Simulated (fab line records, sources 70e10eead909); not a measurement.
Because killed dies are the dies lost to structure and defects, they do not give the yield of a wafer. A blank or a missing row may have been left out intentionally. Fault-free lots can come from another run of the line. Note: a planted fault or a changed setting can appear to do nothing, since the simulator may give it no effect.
fab line records	flow nand-harc
record lots=7	wafers=21	last-day=24
route steps=1159 shown P_M2@338 P_BONDPAD@351 END@1159
lots untouched by any fault: they come from a run of this same line in which no faults occurred
start-h: hours from the record's first day to the start of the lot's first wafer shown	wait-h: time in hours since the lot's previous step	" repeats the value in the row above	L1.1+2: a row that stands for several wafers	- no value, or no start was given	* or withheld: withheld	< > ~ a bound
route shown NAME@n: NAME is a module with steps in the file, n the number in the route of the first one	usual: mean/standard deviation taken from wafers without a fault	same: alike in all rows	chamber/n: place in a boat	sites: per-site readings	_std_site: the standard deviation of these	_edge_site: outer sites' mean less inner sites'	radius-mm: how far each site lies from the wafer's centre	mask NAME#n: copy n	behind: the tool/chamber that last shaped the wafer	hold: the reason the lot was held/the length of the hold in hours/how it ended	device: transistor that didn't switch, given as n, p or np	end of line: at the end of the route, the tests of the same wafers	for a step that has no rows: nothing shown but its recipe	killed: not the wafer's yield, but the dies lost to structure and defects at the first sort	map: dies across one wafer; x = killed, . = not, _ = none there
set.NAME: the run value of the setting; set.NAME@STEP: its run value at that earlier step	model.NAME: the simulator's own value behind a step, which no gauge read
lots at some steps of the route; a table a step, a row a wafer
services: when a tool's chamber went out of use (start-h, in hours from the record's first day, below 0 if earlier), for how many hours, and the reason
## steps
# step NHARC_P_M2_DEGAS_29
# recipe temp-c=250	time-s=60
# usual heater-power-w=345/25
lot.wafer	tool	chamber	start-h	wait-h	heater-power-w
L578.1	pvd-sputter-01	-	126.82	-	329
L578.4	"	-	"	"	300
L578.5	"	-	"	"	333
L582.3	pvd-sputter-01	-	155.44	-	306
L582.4	"	-	"	"	340
L582.6	"	-	"	"	311
L596.3	pvd-sputter-02	-	245.68	-	350
L596.6	"	-	"	"	332
L596.5	"	-	"	"	333
L597.2	pvd-sputter-01	-	247.18	-	323
L597.4	"	-	"	"	353
L597.5	"	-	"	"	324
L598.3	pvd-sputter-03	-	251.22	-	319
L598.1	"	-	"	"	379
L598.5	"	-	"	"	372
L599.1	pvd-sputter-03	-	259.18	-	382
L599.3	"	-	"	"	327
L599.6	"	-	"	"	384
L600.1	pvd-sputter-02	-	266.97	-	358
L600.2	"	-	"	"	332
L600.6	"	-	"	"	352
# step NHARC_P_M2_PRE_CLEAN_30
# recipe time-s=30	temp-c=280	gas=H2/He
# usual heater-power-w=425/32
lot.wafer	tool	chamber	start-h	wait-h	heater-power-w
L578.1	pvd-sputter-01	-	-	-	399
L578.4	"	-	"	"	372
L578.5	"	-	"	"	494
L582.3	pvd-sputter-01	-	-	-	401
L582.4	"	-	"	"	421
L582.6	"	-	"	"	412
L596.3	pvd-sputter-02	-	-	-	421
L596.6	"	-	"	"	405
L596.5	"	-	"	"	424
L597.4	pvd-sputter-01	-	-	-	398
L597.2	"	-	"	"	399
L597.5	"	-	"	"	459
L598.3	pvd-sputter-03	-	-	-	402
L598.1	"	-	"	"	390
L598.5	"	-	"	"	403
L599.1	pvd-sputter-03	-	-	-	480
L599.3	"	-	"	"	395
L599.6	"	-	"	"	468
L600.2	pvd-sputter-02	-	-	-	445
L600.1	"	-	"	"	412
L600.6	"	-	"	"	431
# step NHARC_P_M2_PVD_20
# recipe target-thk-a=50	bias-v=168.6	power-w=15000	chamber-pressure-pa=0.12	time-s=8.06	substrate-temp-c=50	material=TaN
# usual throttle-valve-pct=30.3/1.1
lot.wafer	tool	chamber	start-h	wait-h	throttle-valve-pct
L578.1	pvd-sputter-01	-	-	-	31.9
L578.4	"	-	"	"	30.1
L578.5	"	-	"	"	29.9
L582.3	pvd-sputter-01	-	-	-	29.9
L582.4	"	-	"	"	31.5
L582.6	"	-	"	"	30.1
L596.3	pvd-sputter-02	-	-	-	29.6
L596.6	"	-	"	"	31.0
L596.5	"	-	"	"	30.2
L597.2	pvd-sputter-01	-	-	-	30.8
L597.4	"	-	"	"	31.3
L597.5	"	-	"	"	30.2
L598.3	pvd-sputter-03	-	-	-	28.3
L598.1	"	-	"	"	28.8
L598.5	"	-	"	"	30.9
L599.3	pvd-sputter-03	-	-	-	28.6
L599.1	"	-	"	"	31.1
L599.6	"	-	"	"	28.5
L600.1	pvd-sputter-02	-	-	-	30.5
L600.2	"	-	"	"	29.4
L600.6	"	-	"	"	29.5
# step NHARC_P_M2_PVD_21
# recipe target-thk-a=300	chamber-pressure-pa=5	power-w=5000	substrate-temp-c=30	time-s=20.49	material=Cu
# usual throttle-valve-pct=30.4/1.1
lot.wafer	tool	chamber	start-h	wait-h	throttle-valve-pct
L578.4	pvd-sputter-01	-	-	-	30.1
L578.1	"	-	"	"	30.0
L578.5	"	-	"	"	31.6
L582.3	pvd-sputter-01	-	-	-	30.1
L582.4	"	-	"	"	30.1
L582.6	"	-	"	"	31.9
L596.3	pvd-sputter-02	-	-	-	30.5
L596.6	"	-	"	"	30.4
L596.5	"	-	"	"	29.5
L597.4	pvd-sputter-01	-	-	-	31.3
L597.2	"	-	"	"	30.2
L597.5	"	-	"	"	31.3
L598.3	pvd-sputter-03	-	-	-	31.2
L598.1	"	-	"	"	28.7
L598.5	"	-	"	"	28.7
L599.1	pvd-sputter-03	-	-	-	28.7
L599.3	"	-	"	"	31.1
L599.6	"	-	"	"	28.4
L600.2	pvd-sputter-02	-	-	-	30.5
L600.1	"	-	"	"	29.5
L600.6	"	-	"	"	30.4
# step NHARC_P_M2_ECD_22
# recipe target-thk-a=4000	bath-temp-c=25	material=Cu
# step NHARC_P_M2_ANNEAL_31
# recipe temp-c=225	time-s=90
# step NHARC_P_M2_CMP_23
# recipe t-overpolish-s=20	target-thk-nm=144.3
# usual motor-current-A=11.7/1	slurry-filter-dp-kPa=13.51/0.14	time-to-endpoint-s=28.7/2.3
lot.wafer	tool	chamber	start-h	wait-h	motor-current-A	slurry-filter-dp-kPa	time-to-endpoint-s
L578.1	cmp-04	3	127.92	-	11.0	13.46	27.9
L578.4	"	1	"	"	11.7	13.49	25.7
L578.5	"	0	"	"	11.7	13.50	28.2
L582.3	cmp-02	2	156.56	-	14.0	13.56	29.5
L582.4	"	3	"	"	10.4	13.48	30.2
L582.6	"	1	"	"	11.3	13.72	26.9
L596.3	cmp-04	1	246.81	-	11.0	13.61	26.3
L596.5	"	3	"	"	10.5	13.55	25.3
L596.6	"	0	"	"	11.7	13.39	25.6
L597.2	cmp-02	2	248.43	-	13.7	13.33	27.5
L597.4	"	3	"	"	10.0	13.56	28.9
L597.5	"	0	"	"	11.1	13.10	30.4
L598.3	cmp-02	3	252.41	-	9.5	13.55	27.2
L598.1	"	0	"	"	11.2	13.43	32.7
L598.5	"	2	"	"	14.5	13.47	28.6
L599.3	cmp-04	0	260.27	-	11.1	13.31	28.0
L599.1	"	3	"	"	11.1	13.71	27.9
L599.6	"	0	"	"	11.7	13.59	28.6
L600.1	cmp-01	1	268.04	-	11.6	13.76	28.2
L600.2	"	3	"	"	11.7	13.69	25.8
L600.6	"	2	"	"	12.8	13.83	27.6
# step NHARC_P_M2_THK_MEAS_24
# recipe thk-meas-gauge=xrf
# usual thk-nm=144.4/1.5
lot.wafer	tool	chamber	start-h	wait-h	thk-nm
L578.1	film-metro-02	-	128.23	-	146.6
L578.4	"	-	"	"	145.0
L578.5	"	-	"	"	145.8
L582.3	film-metro-01	-	156.82	-	143.3
L582.4	"	-	"	"	145.2
L582.6	"	-	"	"	145.1
L596.3	film-metro-02	-	247.07	-	144.0
L596.5	"	-	"	"	142.7
L596.6	"	-	"	"	143.0
L597.2	film-metro-01	-	248.68	-	145.4
L597.4	"	-	"	"	143.9
L597.5	"	-	"	"	144.5
L598.1	film-metro-02	-	252.67	-	144.8
L598.3	"	-	"	"	145.8
L598.5	"	-	"	"	143.5
L599.1	film-metro-01	-	260.58	-	145.2
L599.3	"	-	"	"	145.2
L599.6	"	-	"	"	146.1
L600.1	film-metro-02	-	268.36	-	143.4
L600.2	"	-	"	"	141.2
L600.6	"	-	"	"	141.9
# step NHARC_P_M2_SRD_25
# step NHARC_P_M2_INSPECT_27
# usual raw-defect-count=302/120
lot.wafer	tool	chamber	start-h	wait-h	raw-defect-count
L578.1	defect-inspect-02	-	128.39	0.0	377
L578.4	"	-	"	"	435
L578.5	"	-	"	"	483
L582.3	defect-inspect-02	-	156.98	0.0	482
L582.4	"	-	"	"	327
L582.6	"	-	"	"	281
L596.3	defect-inspect-02	-	247.23	0.0	376
L596.5	"	-	"	"	326
L596.6	"	-	"	"	363
L597.2	defect-inspect-01	-	248.84	0.0	508
L597.4	"	-	"	"	452
L597.5	"	-	"	"	322
L598.1	defect-inspect-01	-	252.82	0.0	124
L598.3	"	-	"	"	186
L598.5	"	-	"	"	421
L599.1	defect-inspect-02	-	260.74	0.0	298
L599.3	"	-	"	"	298
L599.6	"	-	"	"	228
L600.1	defect-inspect-01	-	268.52	0.0	174
L600.2	"	-	"	"	199
L600.6	"	-	"	"	292
# step NHARC_P_M2_PRE_CLEAN_32
# recipe time-s=12	temp-c=370	rf-power-w=300	gas=NH3
# step NHARC_P_M2_DEP_33
# recipe target-thk-a=300	temp-c=370	target-thk-nm=30	pressure-torr=3	flow-sccm=200	rf-w=450	material=SiCN
# usual chamber-pressure-Torr=3.000/0.0072	heater-power-outer-w=333/59	heater-power-w=586/86
lot.wafer	tool	chamber	start-h	wait-h	chamber-pressure-Torr	heater-power-outer-w	heater-power-w	since-wet-clean-h
L578.1	pecvd-04	1	128.58	0.1	2.999	329	584	101
L578.5	"	0	"	"	2.987	249	493	-
L578.4	"	2	"	"	2.996	275	478	-
L582.3	pecvd-03	1	157.21	0.1	2.988	313	533	33
L582.6	"	2	"	"	3.000	280	489	-
L582.4	"	1	"	"	2.996	315	531	-
L596.3	pecvd-03	1	247.46	0.1	-	-	-	-
L596.5	"	2	"	"	-	-	-	-
L596.6	"	0	"	"	-	-	-	-
L597.2	pecvd-03	0	249.17	0.1	-	-	-	-
L597.4	"	1	"	"	-	-	-	-
L597.5	"	0	"	"	-	-	-	-
L598.3	pecvd-03	0	253.32	0.1	-	-	-	-
L598.1	"	1	"	"	-	-	-	-
L598.5	"	1	"	"	-	-	-	-
L599.1	pecvd-04	0	260.93	0.1	3.008	268	513	53
L599.3	"	2	"	"	3.002	339	582	-
L599.6	"	0	"	"	3.003	268	521	-
L600.2	pecvd-02	1	268.66	0.1	2.987	372	632	102
L600.1	"	2	"	"	2.997	304	636	103
L600.6	"	0	"	"	2.998	452	746	-
# step NHARC_P_BONDPAD_DEP_00
# recipe target-thk-a=2500	temp-c=370	target-thk-nm=250	pressure-torr=3	flow-sccm=200	rf-w=450	material=SiCN
# step NHARC_END_SORT_01
# recipe temp-c=25
# usual defect-limited-yield=95.4/1.5	killed-at-array=27/9.9	killed-at-other=0.6/0.84	killed-at-periphery=3.7/2.5	killed-dies=31/9.9	killed-open=3.0/1.6	killed-short=1.9/1.2	sort_bin_2_pct=1.5/0.6	sort_bin_3_pct=0.26/0.21	sort_bin_4_pct=2.9/0.98	sort-n-pass=646/9.9	sort-rim-yield-pct=96.3/2.4	sort-yield-pct=95.4/1.5
# same gross-dies=677	sort_bin_5_pct[%]=0	sort_bin_6_pct[%]=0	sort_bin_7_pct[%]=0	sort_bin_8_pct[%]=0	sort-rim-n-gross=106.00
lot.wafer	tool	chamber	start-h	wait-h	defect-limited-yield[%]	killed-at-array	killed-at-other	killed-at-periphery	killed-dies	killed-open	killed-short	sort_bin_2_pct[%]	sort_bin_3_pct[%]	sort_bin_4_pct[%]	sort-n-pass	sort-rim-yield-pct[%]	sort-yield-pct[%]
L578.1	prober-02	0	441.96	2.5	96.3	19	1	5	25	2	2	0.9	0.15	2.7	652	95.3	96.3
L578.4	prober-02	0	444.32	3.3	97.6	12	0	4	16	4	0	0.6	0	1.8	661	97.2	97.6
L578.5	prober-02	0	445.11	3.6	96.0	20	2	5	27	4	1	1.8	0	2.2	650	95.3	96.0
L582.3	prober-02	0	461.52	3.1	95.7	27	0	2	29	3	1	1.5	0	2.8	648	94.3	95.7
L582.4	prober-02	0	462.31	3.4	95.3	29	0	3	32	2	3	1.5	0.44	2.8	645	95.3	95.3
L582.6	prober-02	0	463.89	4.0	95.1	30	1	2	33	4	2	2.1	0.30	2.5	644	92.5	95.1
L599.1	prober-02	0	558.31	2.5	93.4	41	1	3	45	4	1	1.6	0.30	4.7	632	95.3	93.4
L599.3	prober-02	0	559.92	3.1	95.4	30	0	1	31	3	0	1.8	0	2.8	646	100.0	95.4
L599.6	prober-02	0	562.33	4.0	94.7	34	0	2	36	4	1	1.3	0.30	3.7	641	95.3	94.7
L598.1	prober-01	0	558.36	2.5	96.9	16	0	5	21	2	1	0.7	0.74	1.6	656	94.3	96.9
L598.3	prober-01	0	560.00	3.1	95.0	23	1	10	34	3	2	2.4	0	2.7	643	93.4	95.0
L598.5	prober-01	0	561.64	3.8	95.4	23	0	8	31	4	3	1.0	0.30	3.2	646	92.5	95.4
L596.3	prober-02	0	567.76	3.1	94.5	37	0	0	37	5	1	1.9	0.30	3.2	640	96.2	94.5
L596.5	prober-02	0	569.36	3.7	92.6	44	0	6	50	4	4	3.1	0.59	3.7	627	94.3	92.6
L596.6	prober-02	0	570.16	4.0	93.4	40	1	4	45	1	3	2.5	0.59	3.5	632	98.1	93.4
# killed by level:class
L578.1 A_SLIT:chamber-film-flake=9 A_CHANNEL_HOLE_D1:chamber-film-flake=3 A_CONTACT:chamber-film-flake=3 P_BONDPAD:chamber-film-flake=2 A_WL_FILL:chamber-film-flake=2 P_M0:geometric-particle:short=1 P_M1:geometric-particle:open=1 A_ONON_D1:geometric-particle:open=1
L578.4 A_SLIT:chamber-film-flake=6 P_GATE:chamber-film-flake=2 P_M0:geometric-particle:open=1 A_SGD_CUT:geometric-particle:open=1 A_WL_FILL:geometric-particle:open=1 A_CONTACT:geometric-particle:open=1 A_CONTACT:chamber-film-flake=1 P_ZERO_WELL:chamber-film-flake=1
L578.5 A_SLIT:chamber-film-flake=11 A_STAIRCASE:chamber-film-flake=3 P_GATE:geometric-particle:open=2 P_GATE:chamber-film-flake=2 THIN_TSV:chamber-film-flake=2 A_SOURCE_PLATE:geometric-particle:short=1 A_CHANNEL_HOLE_D1:geometric-particle:open=1 A_CHANNEL_FILL_D1:geometric-particle:open=1
L582.3 A_SLIT:chamber-film-flake=12 A_CHANNEL_HOLE_D1:chamber-film-flake=8 A_STAIRCASE:chamber-film-flake=2 P_STI:geometric-particle:open=1 A_CHANNEL_FILL_D1:geometric-particle:short=1 A_CONTACT:geometric-particle:open=1 A_M0:geometric-particle:open=1 P_ZERO_WELL:chamber-film-flake=1
L582.4 A_SLIT:chamber-film-flake=11 A_CHANNEL_HOLE_D1:chamber-film-flake=10 A_ZERO_WELL:chamber-film-flake=4 P_M0:geometric-particle:open=1 P_M2:geometric-particle:short=1 A_SGD_CUT:geometric-particle:short=1 A_WL_FILL:geometric-particle:short=1 A_CONTACT:geometric-particle:open=1
L582.6 A_CHANNEL_HOLE_D1:chamber-film-flake=10 A_SLIT:chamber-film-flake=9 A_CONTACT:chamber-film-flake=3 A_WL_FILL:chamber-film-flake=2 P_STI:geometric-particle:short=1 A_ONON_D1:geometric-particle:open=1 A_CHANNEL_FILL_D1:geometric-particle:open=1 A_WL_FILL:geometric-particle:open=1
L599.1 A_SLIT:chamber-film-flake=23 A_CHANNEL_HOLE_D1:chamber-film-flake=8 A_STAIRCASE:chamber-film-flake=4 P_M0:geometric-particle:open=1 A_WL_FILL:geometric-particle:short=1 A_CONTACT:geometric-particle:open=1 A_M1:geometric-particle:open=1 STARTING-WAFER:geometric-particle:open=1
L598.1 A_CHANNEL_HOLE_D1:chamber-film-flake=10 A_STAIRCASE:chamber-film-flake=3 P_STI:chamber-film-flake=2 P_M0:geometric-particle:open=1 A_WL_FILL:geometric-particle:short=1 A_CONTACT:geometric-particle:open=1 P_M0:chamber-film-flake=1 P_M2:chamber-film-flake=1
L599.3 A_SLIT:chamber-film-flake=13 A_CHANNEL_HOLE_D1:chamber-film-flake=4 A_STAIRCASE:chamber-film-flake=4 A_CONTACT:chamber-film-flake=2 A_M0:chamber-film-flake=2 A_CHANNEL_HOLE_D1:geometric-particle:open=1 A_WL_FILL:geometric-particle:open=1 A_M1:geometric-particle:open=1
L598.3 A_CHANNEL_HOLE_D1:chamber-film-flake=9 A_STAIRCASE:chamber-film-flake=8 P_M0:chamber-film-flake=4 P_M2:chamber-film-flake=3 A_CONTACT:chamber-film-flake=3 P_GATE:geometric-particle:open=1 P_CONTACT:geometric-particle:short=1 P_M0:geometric-particle:open=1
L598.5 A_CHANNEL_HOLE_D1:chamber-film-flake=8 A_STAIRCASE:chamber-film-flake=5 P_M2:chamber-film-flake=4 A_CONTACT:chamber-film-flake=3 A_SLIT:chamber-film-flake=2 P_GATE:geometric-particle:open=1 P_M0:geometric-particle:short=1 A_ONON_D1:geometric-particle:short=1
L599.6 A_SLIT:chamber-film-flake=18 A_CHANNEL_HOLE_D1:chamber-film-flake=6 A_M0:chamber-film-flake=3 A_CONTACT:geometric-particle:open=2 A_STAIRCASE:chamber-film-flake=2 P_M0:geometric-particle:open=1 A_WL_FILL:geometric-particle:short=1 A_M1:geometric-particle:open=1
L596.3 A_SLIT:chamber-film-flake=18 A_CHANNEL_HOLE_D1:chamber-film-flake=6 A_CHANNEL_FILL_D1:chamber-film-flake=5 A_CONTACT:geometric-particle:open=3 A_STAIRCASE:chamber-film-flake=2 A_ONON_D1:geometric-particle:open=1 A_CHANNEL_FILL_D1:geometric-particle:short=1 A_WL_FILL:geometric-particle:open=1
L596.5 A_SLIT:chamber-film-flake=20 A_CHANNEL_HOLE_D1:chamber-film-flake=7 A_STAIRCASE:chamber-film-flake=4 P_GATE:chamber-film-flake=3 A_CONTACT:chamber-film-flake=3 P_GATE:geometric-particle:open=2 A_ONON_D1:geometric-particle:short=2 A_CHANNEL_FILL_D1:geometric-particle:short=2
L596.6 A_SLIT:chamber-film-flake=16 A_CHANNEL_HOLE_D1:chamber-film-flake=11 A_STAIRCASE:chamber-film-flake=6 A_CHANNEL_FILL_D1:chamber-film-flake=2 A_WL_FILL:chamber-film-flake=2 P_GATE:geometric-particle:short=1 P_CONTACT:geometric-particle:open=1 A_CHANNEL_FILL_D1:geometric-particle:short=1
## services
tool	chamber	start-h	hours	kind
cmp-04	-	105.00	4.0	pm
pecvd-03	-	111.09	13.0	pm
pecvd-03	0	111.09	13.0	vent-cycle
pecvd-03	1	111.09	13.0	vent-cycle
pecvd-03	2	111.09	13.0	vent-cycle
cmp-02	-	128.50	4.0	pm
cmp-01	-	138.73	0.3	repair
pvd-sputter-03	-	144.05	0.7	repair
pecvd-02	-	153.23	13.0	pm
cmp-02	-	154.54	0.5	repair
pvd-sputter-01	-	158.00	10.0	pm
pecvd-03	-	175.72	0.6	repair
cmp-01	-	179.61	4.0	pm
pecvd-04	-	195.33	13.0	pm
cmp-04	-	203.00	4.0	pm
pecvd-03	-	208.95	9.3	repair
pvd-sputter-02	-	214.12	10.0	pm
cmp-02	-	226.50	4.0	pm
cmp-02	-	239.07	0.5	repair
cmp-04	-	248.48	5.1	repair
pecvd-04	1	250.71	32.5	repair
cmp-01	-	251.96	0.5	repair
cmp-01	-	254.54	2.0	repair
cmp-02	-	265.28	0.3	repair
## key
first-sign step=NHARC_P_M2_DEP_33	reading=tool-record	direction=missing
effect none on later readings
met-at NHARC_P_M2_DEP_33
struck-wafers L596.3,L596.5,L596.6,L597.2,L597.4,L597.5,L598.1,L598.3,L598.5
onset-between 157.21 247.46
fault kind=skipped-step-whole	tool=pecvd-03	chamber=-	onset-h=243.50	steps=NHARC_P_M2_DEP_33	scope=struck-lots-only
